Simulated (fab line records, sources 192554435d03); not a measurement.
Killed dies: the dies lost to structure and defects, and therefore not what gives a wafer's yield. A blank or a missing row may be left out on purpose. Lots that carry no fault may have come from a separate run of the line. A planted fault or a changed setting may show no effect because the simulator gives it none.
Chamber matching	flow n5Finfet	cmp-04 running N5_BEOL_M11_CMP_52: 4 sister chambers
The step polishes, stops on SiCOH lowk, t overpolish 7 s, target thk 140 nm. 8 wafers are shown with their chamber, then 10 later ones without.

## WAFERS, EACH WITH ITS CHAMBER
wafer	chamber	motorCurrentA (A)	timeToEndpointS (s)
L081.6	2	7.4	62
L087.1	3	5.5	66
L087.4	1	6.4	60
L089.1	1	7.1	59
L089.2	0	4.9	64
L089.6	2	7.2	63
L092.2	3	5.8	65
L092.4	0	5.1	63

## WAFERS WITHOUT THEIR CHAMBER
wafer	motorCurrentA (A)	timeToEndpointS (s)
L092.5	6.8	57
L094.3	6.5	59
L094.5	5.5	61
L094.6	4.7	59
L095.3	6.9	60
L095.5	7.2	65
L095.6	5.5	66
L097.3	6.4	61
L097.4	5.7	67
L097.5	6.0	67

## EACH ONE'S CHAMBER
wafer	from the rows above	in truth
L092.5	1	1
L094.3	1	1
L094.5	can't be placed: 0 or 1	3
L094.6	can't be placed: 0 or 1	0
L095.3	1	1
L095.5	can't be placed: 2 or 3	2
L095.6	3	3
L097.3	can't be placed: 1 or 2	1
L097.4	3	3
L097.5	3	3
6 of 10 placed correctly. Cannot be placed on the basis of these rows: 4; the candidates contain the true chamber in 3. 0 placed wrongly.
How it was worked out, from the rows above alone: a wafer's distance from a chamber is the root of the sum, over the readings, of the square of ((its reading less the chamber's mean) divided by the reading's scatter). If the next closest chamber is less than 2 further off than the closest, the wafer can't be placed; otherwise it belongs to the closest. For every chamber, the mean is computed from those of its wafers that are shown. The scatter: the root of (the sum of the squares of (reading less its chamber's mean) over the shown wafers, divided by (wafers less chambers)).
